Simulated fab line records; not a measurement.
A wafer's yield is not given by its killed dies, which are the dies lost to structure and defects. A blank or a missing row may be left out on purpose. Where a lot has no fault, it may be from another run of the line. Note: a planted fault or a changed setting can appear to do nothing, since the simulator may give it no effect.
Matching of chambers + flow n5Finfet + cvdCo-02 running N5_BEOL_M3_CO_CAP_55: 3 sister chambers
The step material Co, precursor CCTBA/H2, target thk 2 nm, time 102.1 s. 6 wafers are shown with their chamber, then 12 later ones without.

## WAFERS WITH THEIR CHAMBER
| wafer  | chamber | heaterPowerW (W) |
|--------|---------|------------------|
| L078.4 | 0       | 237              |
| L086.3 | 1       | 300              |
| L086.5 | 0       | 235              |
| L090.2 | 2       | 205              |
| L090.3 | 1       | 304              |
| L090.5 | 2       | 196              |

## WAFERS WITHOUT THEIR CHAMBER
| wafer  | heaterPowerW (W) |
|--------|------------------|
| L088.1 | 299              |
| L088.3 | 237              |
| L088.4 | 228              |
| L094.1 | 302              |
| L094.5 | 234              |
| L094.6 | 315              |
| L095.2 | 201              |
| L095.3 | 313              |
| L095.4 | 298              |
| L097.3 | 237              |
| L097.5 | 233              |
| L097.6 | 294              |

## EACH ONE'S CHAMBER
| wafer  | from the rows above | in truth |
|--------|---------------------|----------|
| L088.1 | 1                   | 1        |
| L088.3 | 0                   | 0        |
| L088.4 | 0                   | 0        |
| L094.1 | 1                   | 1        |
| L094.5 | 0                   | 0        |
| L094.6 | 1                   | 1        |
| L095.2 | 2                   | 2        |
| L095.3 | 1                   | 1        |
| L095.4 | 1                   | 1        |
| L097.3 | 0                   | 0        |
| L097.5 | 0                   | 0        |
| L097.6 | 1                   | 1        |
Placed correctly: 12 of 12. Can't be placed from these rows: 0. Placed wrongly: 0.
How it was worked out, from the rows above alone: a wafer's distance from a chamber is the root of the sum, over the readings, of the square of ((its reading less the chamber's mean) divided by the reading's scatter). The wafer belongs to the nearest chamber; if the next one is less than 2 further off, it can't be placed. For every chamber, the mean is computed from those of its wafers that are shown. The scatter is the square root of a quotient: the sum, over the shown wafers, of each reading's squared deviation from its chamber's mean, divided by wafers minus chambers.
